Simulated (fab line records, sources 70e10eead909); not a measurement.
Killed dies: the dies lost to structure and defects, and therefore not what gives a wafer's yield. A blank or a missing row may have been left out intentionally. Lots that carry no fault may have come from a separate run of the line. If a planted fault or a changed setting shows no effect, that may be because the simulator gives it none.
Which tool is to blame? | flow nand harc | 24 lots with 72 wafers sampled at 4 steps, on a route of 1302 steps

WHAT EACH GAUGE READ, for each wafer
NHARC_A_DECK1_JOINT_THK_MEAS_14: measures by ellipsometry. Usual: thk nm reads 50.9 nm (standard deviation 1.5).
lot  | measured     | on            | thk nm (nm)    | flag
L074 | day 12 04:17 | film metro-01 | 48.7 52.3 48.7 |
L075 | day 12 04:17 | film metro-02 | 52.3 54.4 51.5 |
L076 | day 12 10:40 | film metro-01 | 50.8 50.6 50.6 |
L077 | day 12 10:40 | film metro-02 | 51.0 51.7 50.1 |
L078 | day 13 05:58 | film metro-01 | 51.2 50.8 50.6 |
L079 | day 13 05:58 | film metro-02 | 51.9 51.1 50.6 |
L080 | day 14 01:52 | film metro-01 | 53.9 51.2 50.2 |
L081 | day 14 01:52 | film metro-02 | 51.7 51.7 52.0 |
L082 | day 14 20:49 | film metro-02 | 49.3 51.4 49.1 |
L083 | day 15 12:19 | film metro-01 | 50.9 49.3 48.8 |
L084 | day 15 17:10 | film metro-01 | 52.0 49.2 48.3 |
L085 | day 16 02:46 | film metro-02 | 48.0 50.9 50.6 |
L086 | day 16 02:46 | film metro-01 | 50.5 49.7 50.2 |
L087 | day 16 13:37 | film metro-01 | 50.1 49.4 50.1 |
L089 | day 17 21:18 | film metro-02 | 47.7 51.2 50.2 |
L088 | day 17 21:18 | film metro-01 | 50.9 52.1 51.6 |
L090 | day 18 09:10 | film metro-01 | 50.8 49.6 51.8 |
L091 | day 18 16:50 | film metro-01 | 50.6 49.5 48.5 |
L092 | day 18 16:49 | film metro-02 | 51.3 51.1 54.9 |
L093 | day 19 05:11 | film metro-02 | 54.6 49.4 50.8 |
L094 | day 19 21:54 | film metro-01 | 50.4 51.6 47.9 |
L095 | day 20 12:06 | film metro-01 | 51.3 50.8 50.8 |
L096 | day 20 21:23 | film metro-01 | 52.2 49.6 53.0 |
L097 | day 20 12:06 | film metro-02 | 53.0 53.4 54.4 |

NHARC_A_ONON_D2_THK_MEAS_11: measures by ellipsometry. Usual: thk nm reads 1003 nm (standard deviation 9.6).
lot  | measured     | on            | thk nm (nm)    | flag
L074 | day 13 03:41 | film metro-02 | 988 987 988    |
L075 | day 13 03:41 | film metro-02 | 1004 1002 1002 |
L076 | day 13 09:31 | film metro-01 | 1018 1019 1018 |
L077 | day 13 09:30 | film metro-02 | 1004 1004 1005 |
L078 | day 14 10:41 | film metro-02 | 1002 1000 1001 |
L079 | day 14 10:52 | film metro-01 | 1020 1019 1018 |
L080 | day 15 04:59 | film metro-01 | 1011 1014 1014 |
L081 | day 15 04:58 | film metro-02 | 1009 1011 1011 |
L082 | day 15 23:20 | film metro-02 | 1014 1016 1012 |
L083 | day 16 16:47 | film metro-01 | 1010 1013 1011 |
L084 | day 16 19:15 | film metro-01 | 994 994 995    |
L085 | day 17 04:16 | film metro-02 | 992 993 994    |
L086 | day 17 04:23 | film metro-02 | 1007 1007 1006 |
L087 | day 17 18:42 | film metro-01 | 990 992 990    |
L089 | day 18 20:13 | film metro-01 | 1011 1010 1010 |
L088 | day 18 20:08 | film metro-02 | 1004 1004 1004 |
L090 | day 19 17:43 | film metro-01 | 999 1002 1001  |
L091 | day 19 22:14 | film metro-01 | 998 997 1000   |
L092 | day 19 22:25 | film metro-01 | 1003 1001 1001 |
L093 | day 20 16:14 | film metro-02 | 995 994 995    |
L094 | day 21 01:58 | film metro-01 | 1011 1012 1012 |
L095 | day 21 19:04 | film metro-02 | 1011 1010 1010 |
L096 | day 22 01:04 | film metro-01 | 983 983 984    |
L097 | day 21 19:12 | film metro-02 | 992 993 991    |

WHAT TOOL EACH LOT RAN ON (gives the tool, then ch and the chambers of the sampled wafers, and finally the start)
lot  | NHARC_P_BONDPAD_ETCH_37            | NHARC_A_CHANNEL_HOLE_D1_DEP_00
L074 | rie diel-08 ch 0,1,3, day 6 15:22  | acl dep-02 ch 0, day 8 11:45
L075 | rie diel-12 ch 1,2,3, day 7 04:43  | acl dep-02 ch 0, day 8 21:40
L076 | rie diel-08 ch 0,1,3, day 7 08:34  | acl dep-01 ch 0, day 9 07:20
L077 | rie diel-12 ch 0,3, day 7 19:55    | acl dep-02 ch 0, day 9 13:11
L078 | rie diel-08 ch 0,1, day 8 11:28    | acl dep-03 ch 0, day 10 05:28
L079 | rie diel-13 ch 0,3, day 8 14:23    | acl dep-01 ch 0, day 10 05:25
L080 | rie diel-13 ch 0,1, day 9 10:11    | acl dep-01 ch 0, day 11 08:03
L081 | rie diel-12 ch 1,2,3, day 9 10:22  | acl dep-03 ch 0, day 11 06:05
L082 | rie diel-13 ch 0,2,3, day 10 04:51 | acl dep-02 ch 0, day 11 22:11
L083 | rie diel-12 ch 0,1,3, day 10 12:29 | acl dep-01 ch 0, day 12 11:10
L084 | rie diel-08 ch 1,2,3, day 11 01:25 | acl dep-01 ch 0, day 12 19:11
L085 | rie diel-12 ch 0,1,3, day 11 06:55 | acl dep-01 ch 0, day 13 01:50
L086 | rie diel-13 ch 0,3, day 11 07:50   | acl dep-02 ch 0, day 13 03:10
L087 | rie diel-08 ch 0,1,2, day 11 22:41 | acl dep-01 ch 0, day 13 13:32
L089 | rie diel-13 ch 2,3, day 12 23:38   | acl dep-03 ch 0, day 14 21:31
L088 | rie diel-13 ch 0,2,3, day 13 00:36 | acl dep-01 ch 0, day 14 19:28
L090 | rie diel-13 ch 1,3, day 13 13:55   | acl dep-03 ch 0, day 15 11:20
L091 | rie diel-08 ch 0,1,2, day 14 01:31 | acl dep-01 ch 0, day 15 19:51
L092 | rie diel-08 ch 0,2,3, day 14 02:22 | acl dep-02 ch 0, day 15 19:44
L093 | rie diel-13 ch 0,1,2, day 14 12:59 | acl dep-03 ch 0, day 16 03:36
L094 | rie diel-13 ch 0,1, day 14 18:08   | acl dep-02 ch 0, day 16 18:52
L095 | rie diel-12 ch 1,2, day 15 06:45   | acl dep-03 ch 0, day 17 06:37
L096 | rie diel-08 ch 0,1,2, day 15 22:00 | acl dep-01 ch 0, day 17 19:02
L097 | rie diel-08 ch 1,2, day 16 00:40   | acl dep-03 ch 0, day 17 18:10
- NHARC_P_BONDPAD_ETCH_37: etches the open film in N2/H2, target depth 60 nm, overetch 18 nm, time 65.91 s.
- NHARC_A_CHANNEL_HOLE_D1_DEP_00: deposits aC, target thk 3100 nm.

AS READ BY THE TOOLS THEMSELVES (means over the sampled wafers that have a number; for cases with no such wafer, the mark the record gives instead)
NHARC_P_BONDPAD_ETCH_37. Usual: drypump motor current A 5.7 A, standard deviation 0.48; oes product au 0.998 a.u., standard deviation 0.011; rf fwd power W 396.8 W, standard deviation 1.5; rf vpp V 430.6 V, standard deviation 2.9; showerhead plenum p Torr 2.04 Torr, standard deviation 0.1; throttle valve pct 14.171 %, standard deviation 0.0084.
lot  | tool        | drypump motor current A (A) | oes product au (a.u.) | rf fwd power W (W) | rf vpp V (V) | showerhead plenum p Torr (Torr) | throttle valve pct (%) | flag
L074 | rie diel-08 | 5.4                         | 0.994                 | 395.5              | 430.9        | 2.04                            | 14.172                 |
L075 | rie diel-12 | 6.1                         | 0.995                 | 396.4              | 431.9        | 2.05                            | 14.174                 |
L076 | rie diel-08 | 5.4                         | 0.997                 | 396.0              | 430.4        | 2.04                            | 14.165                 |
L077 | rie diel-12 | 6.1                         | 0.996                 | 397.4              | 434.1        | 2.17                            | 14.168                 |
L078 | rie diel-08 | 5.5                         | 1.005                 | 396.3              | 428.3        | 1.96                            | 14.172                 |
L079 | rie diel-13 | 6.4                         | 0.993                 | 397.3              | 428.9        | 1.99                            | 14.175                 |
L080 | rie diel-13 | 6.2                         | 0.997                 | 397.5              | 429.5        | 1.99                            | 14.160                 |
L081 | rie diel-12 | 6.1                         | 0.998                 | 397.2              | 431.0        | 2.05                            | 14.180                 |
L082 | rie diel-13 | 6.0                         | 0.990                 | 398.2              | 429.3        | 1.99                            | 14.163                 |
L083 | rie diel-12 | 6.1                         | 0.999                 | 397.1              | 433.3        | 2.14                            | 14.167                 |
L084 | rie diel-08 | 5.2                         | 1.003                 | 396.8              | 431.9        | 2.07                            | 14.168                 |
L085 | rie diel-12 | 6.1                         | 0.992                 | 397.6              | 432.9        | 2.14                            | 14.176                 |
L086 | rie diel-13 | 6.4                         | 0.990                 | 396.4              | 429.4        | 1.99                            | 14.174                 |
L087 | rie diel-08 | 5.3                         | 1.011                 | 397.1              | 429.9        | 1.99                            | 14.172                 |
L089 | rie diel-13 | 5.7                         | 0.982                 | 396.1              | 430.1        | 2.05                            | 14.171                 |
L088 | rie diel-13 | 6.0                         | 0.995                 | 397.0              | 428.8        | 1.99                            | 14.172                 |
L090 | rie diel-13 | 5.6                         | 0.997                 | 397.3              | 432.4        | 2.11                            | 14.165                 |
L091 | rie diel-08 | 5.3                         | 1.007                 | 396.0              | 429.7        | 1.99                            | 14.177                 |
L092 | rie diel-08 | 5.4                         | 1.005                 | 395.6              | 431.4        | 2.07                            | 14.170                 |
L093 | rie diel-13 | 5.8                         | 0.997                 | 397.7              | 429.4        | 1.99                            | 14.162                 |
L094 | rie diel-13 | 5.9                         | 0.988                 | 397.0              | 430.6        | 2.05                            | 14.169                 |
L095 | rie diel-12 | 5.9                         | 1.009                 | 396.9              | 428.3        | 1.96                            | 14.175                 |
L096 | rie diel-08 | 5.3                         | 1.011                 | 397.0              | 429.8        | 1.99                            | 14.175                 |
L097 | rie diel-08 | 5.1                         | 1.002                 | 397.8              | 430.2        | 2.03                            | 14.173                 |

NHARC_A_CHANNEL_HOLE_D1_DEP_00. Usual: throttle valve pct reads 34.999 % (standard deviation 0.0087).
lot  | tool       | throttle valve pct (%) | flag
L074 | acl dep-02 | 35.006                 |
L075 | acl dep-02 | 35.005                 |
L076 | acl dep-01 | 35.000                 |
L077 | acl dep-02 | 34.999                 |
L078 | acl dep-03 | 34.993                 |
L079 | acl dep-01 | 35.003                 |
L080 | acl dep-01 | 35.004                 |
L081 | acl dep-03 | 34.996                 |
L082 | acl dep-02 | 34.996                 |
L083 | acl dep-01 | 35.007                 |
L084 | acl dep-01 | 34.999                 |
L085 | acl dep-01 | 34.991                 |
L086 | acl dep-02 | 35.005                 |
L087 | acl dep-01 | 34.991                 |
L089 | acl dep-03 | 34.995                 |
L088 | acl dep-01 | 35.004                 |
L090 | acl dep-03 | 35.001                 |
L091 | acl dep-01 | 35.000                 |
L092 | acl dep-02 | 35.001                 |
L093 | acl dep-03 | 34.989                 |
L094 | acl dep-02 | 34.996                 |
L095 | acl dep-03 | 35.001                 |
L096 | acl dep-01 | 35.006                 |
L097 | acl dep-03 | 34.999                 |

THE ANSWER, worked out from the rows above alone
Rule: a lot counts as off when the mean over its wafers that have a number is more than 3 standard deviations away from the usual mean. Also off: a lot with no number at a reading for which 4 or more lots have one. The other lots that the step has rows for count as sound. First the gauges in route order, then the tools' own readings, where a lot's mean is used as printed above. At the first step where some lot is off, the reading lying furthest off is the one used; lots without a number count as furthest.
Across all readings shown, no lot is off: no conclusion can be drawn from this.

WHAT THE SIMULATOR PUT IN
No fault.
